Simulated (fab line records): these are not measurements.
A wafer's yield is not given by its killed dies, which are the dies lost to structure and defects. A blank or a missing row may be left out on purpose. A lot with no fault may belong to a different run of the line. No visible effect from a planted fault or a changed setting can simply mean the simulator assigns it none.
Matching of chambers + flow nandHarc + NHARC_A_STAIRCASE_ETCHBACK_157 on rieDiel-11 has 4 sister chambers
The step etches the open film in CH3F/O2, target depth 90 nm, time 167.14 s. 8 wafers are shown with their chamber, then 7 later ones without.

WAFERS WITH THEIR CHAMBER
| wafer  | chamber | showerheadPlenumPTorr (Torr) | rfVppV (V) |
|--------|---------|------------------------------|------------|
| L079.4 | 1       | 2.50                         | 244.1      |
| L082.3 | 0       | 2.56                         | 244.0      |
| L082.6 | 1       | 2.49                         | 245.3      |
| L089.1 | 3       | 2.31                         | 242.2      |
| L089.4 | 2       | 2.63                         | 246.9      |
| L089.5 | 0       | 2.56                         | 246.6      |
| L093.1 | 3       | 2.31                         | 243.7      |
| L093.2 | 2       | 2.63                         | 246.0      |

WAFERS WITHOUT THEIR CHAMBER
| wafer  | showerheadPlenumPTorr (Torr) | rfVppV (V) |
|--------|------------------------------|------------|
| L093.3 | 2.49                         | 245.1      |
| L094.1 | 2.56                         | 246.3      |
| L094.3 | 2.31                         | 242.0      |
| L094.5 | 2.56                         | 246.4      |
| L097.1 | 2.48                         | 244.8      |
| L097.2 | 2.31                         | 241.3      |
| L097.3 | 2.48                         | 244.4      |

WHICH CHAMBER EACH WENT THROUGH
| wafer  | from the rows above | in truth |
|--------|---------------------|----------|
| L093.3 | 1                   | 1        |
| L094.1 | 0                   | 0        |
| L094.3 | 3                   | 3        |
| L094.5 | 0                   | 0        |
| L097.1 | 1                   | 1        |
| L097.2 | 3                   | 3        |
| L097.3 | 1                   | 1        |
Placed correctly: 7 of 7. Number that these rows cannot place: 0. Wrongly placed: 0.
How it was worked out, from the rows above alone: a wafer's distance from a chamber is the root of the sum, over the readings, of the square of ((its reading less the chamber's mean) divided by the reading's scatter). The wafer belongs to the nearest chamber; if the next one is less than 2 further off, it can't be placed. The mean given for a chamber averages the wafers shown for that chamber. The scatter: the root of (the sum of the squares of (reading less its chamber's mean) over the shown wafers, divided by (wafers less chambers)).
